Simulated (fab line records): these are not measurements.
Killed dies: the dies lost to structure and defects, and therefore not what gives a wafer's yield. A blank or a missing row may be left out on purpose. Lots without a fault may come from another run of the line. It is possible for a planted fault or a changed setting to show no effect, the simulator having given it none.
Which tool is to blame? :: flow nandHarc :: 30 wafers from 10 lots sampled at 4 of the route's 1302 steps

## WHAT EACH GAUGE READ, for each wafer
NHARC_A_BONDPAD_THK_MEAS_20: measures by xrf.
lot: L793
measured: day 25 17:23
on: filmMetro-01
thkNm (nm): 170.3 169.0 169.9

lot: L796
measured: day 26 19:50
on: filmMetro-02
thkNm (nm): 170.4 168.8 169.3

lot: L798
measured: day 27 21:38
on: filmMetro-01
thkNm (nm): 168.6 170.8 170.8

lot: L800
measured: day 28 10:30
on: filmMetro-02
thkNm (nm): 166.8 167.4 168.9

lot: L802
measured: day 29 05:10
on: filmMetro-01
thkNm (nm): 166.9 170.6 167.9

lot: L804
measured: day 29 19:49
on: filmMetro-01
thkNm (nm): 401.2 399.4 394.3

lot: L803
measured: day 30 15:11
on: filmMetro-02
thkNm (nm): 406.5 410.8 400.8

lot: L808
measured: day 31 09:48
on: filmMetro-02
thkNm (nm): 168.4 170.0 171.3

lot: L809
measured: day 31 23:15
on: filmMetro-01
thkNm (nm): 171.1 172.1 171.3

lot: L810
measured: day 32 20:10
on: filmMetro-02
thkNm (nm): 168.5 171.2 168.5

## WHAT TOOL EACH LOT RAN ON (gives the tool, then ch and the chambers of the sampled wafers, and finally the start)
lot: L793
NHARC_A_BONDPAD_DESCUM_11: rieDiel-06 ch 1,3, day 25 14:36
NHARC_A_BONDPAD_ETCH_34: rieDiel-06 ch 0,1,3, day 25 14:41
NHARC_A_BONDPAD_CMP_19: cmp-03 ch 0,2,3, day 25 17:07

lot: L796
NHARC_A_BONDPAD_DESCUM_11: rieDiel-06 ch 0,2, day 26 17:29
NHARC_A_BONDPAD_ETCH_34: rieDiel-06 ch 2,3, day 26 17:34
NHARC_A_BONDPAD_CMP_19: cmp-03 ch 2,3, day 26 19:32

lot: L798
NHARC_A_BONDPAD_DESCUM_11: rieDiel-06 ch 1,3, day 27 19:17
NHARC_A_BONDPAD_ETCH_34: rieDiel-06 ch 0,2,3, day 27 19:23
NHARC_A_BONDPAD_CMP_19: cmp-01 ch 1,2,3, day 27 21:19

lot: L800
NHARC_A_BONDPAD_DESCUM_11: rieDiel-03 ch 0,1,3, day 28 08:11
NHARC_A_BONDPAD_ETCH_34: rieDiel-03 ch 0,1,3, day 28 08:16
NHARC_A_BONDPAD_CMP_19: cmp-02 ch 0,1, day 28 10:11

lot: L802
NHARC_A_BONDPAD_DESCUM_11: rieDiel-10 ch 0,3, day 29 02:34
NHARC_A_BONDPAD_ETCH_34: rieDiel-10 ch 0,1,3, day 29 02:40
NHARC_A_BONDPAD_CMP_19: cmp-02 ch 0,2,3, day 29 04:54

lot: L804
NHARC_A_BONDPAD_DESCUM_11: rieDiel-06 ch 1,2, day 29 17:22
NHARC_A_BONDPAD_ETCH_34: rieDiel-06 ch 2,3, day 29 17:28
NHARC_A_BONDPAD_CMP_19: cmp-03 ch 0,2,3, day 29 19:31

lot: L803
NHARC_A_BONDPAD_DESCUM_11: rieDiel-06 ch 2,3, day 30 12:49
NHARC_A_BONDPAD_ETCH_34: rieDiel-06 ch 1,2, day 30 12:55
NHARC_A_BONDPAD_CMP_19: cmp-02 ch 0,1, day 30 14:52

lot: L808
NHARC_A_BONDPAD_DESCUM_11: rieDiel-10 ch 0,1,2, day 31 07:08
NHARC_A_BONDPAD_ETCH_34: rieDiel-10 ch 1,2,3, day 31 07:13
NHARC_A_BONDPAD_CMP_19: cmp-01 ch 2,3, day 31 09:29

lot: L809
NHARC_A_BONDPAD_DESCUM_11: rieDiel-03 ch 1,2, day 31 20:31
NHARC_A_BONDPAD_ETCH_34: rieDiel-03 ch 1,2,3, day 31 20:37
NHARC_A_BONDPAD_CMP_19: cmp-03 ch 0,3, day 31 22:55

lot: L810
NHARC_A_BONDPAD_DESCUM_11: rieDiel-06 ch 0,2,3, day 32 17:47
NHARC_A_BONDPAD_ETCH_34: rieDiel-06 ch 0,1,2, day 32 17:52
NHARC_A_BONDPAD_CMP_19: cmp-01 ch 0,2,3, day 32 19:51
- NHARC_A_BONDPAD_DESCUM_11: chemistry O2, time 3 s.
- NHARC_A_BONDPAD_ETCH_34: etches the open film in N2/H2, target depth 60 nm, overetch 18 nm, time 65.91 s.
- NHARC_A_BONDPAD_CMP_19: polishes, t overpolish 30 s, cu recess touch 16 s, target thk 169.82 nm.

## THE ANSWER, worked out from the rows above alone
Rule: the usual values come from the lots themselves. Put in order of their means at a reading, lots are off if they are a third of the lots or fewer, leave a main group of 4 or more, and stand apart from it by a gap of 3 or more times the standard deviation of the main group's means; of several such gaps the widest counts. A main group is skipped when, at the precision printed for the reading in the tables above, its means are all equal. Also off: a lot with no number at a reading for which 4 or more lots have one. All remaining lots with rows at the step are treated as sound.
Off, at NHARC_A_BONDPAD_THK_MEAS_20 on thkNm: L804, L803. Main group: mean 169.5 nm, sd 1.1.
If a tool, at a process step before that reading, ran all the lots that are off and no sound lot after the first of them, it fits. Gauges at NHARC_A_BONDPAD_THK_MEAS_20: tried the same way as those tools. Not one of the candidates tried fits.

## WHAT THE SIMULATOR PUT IN
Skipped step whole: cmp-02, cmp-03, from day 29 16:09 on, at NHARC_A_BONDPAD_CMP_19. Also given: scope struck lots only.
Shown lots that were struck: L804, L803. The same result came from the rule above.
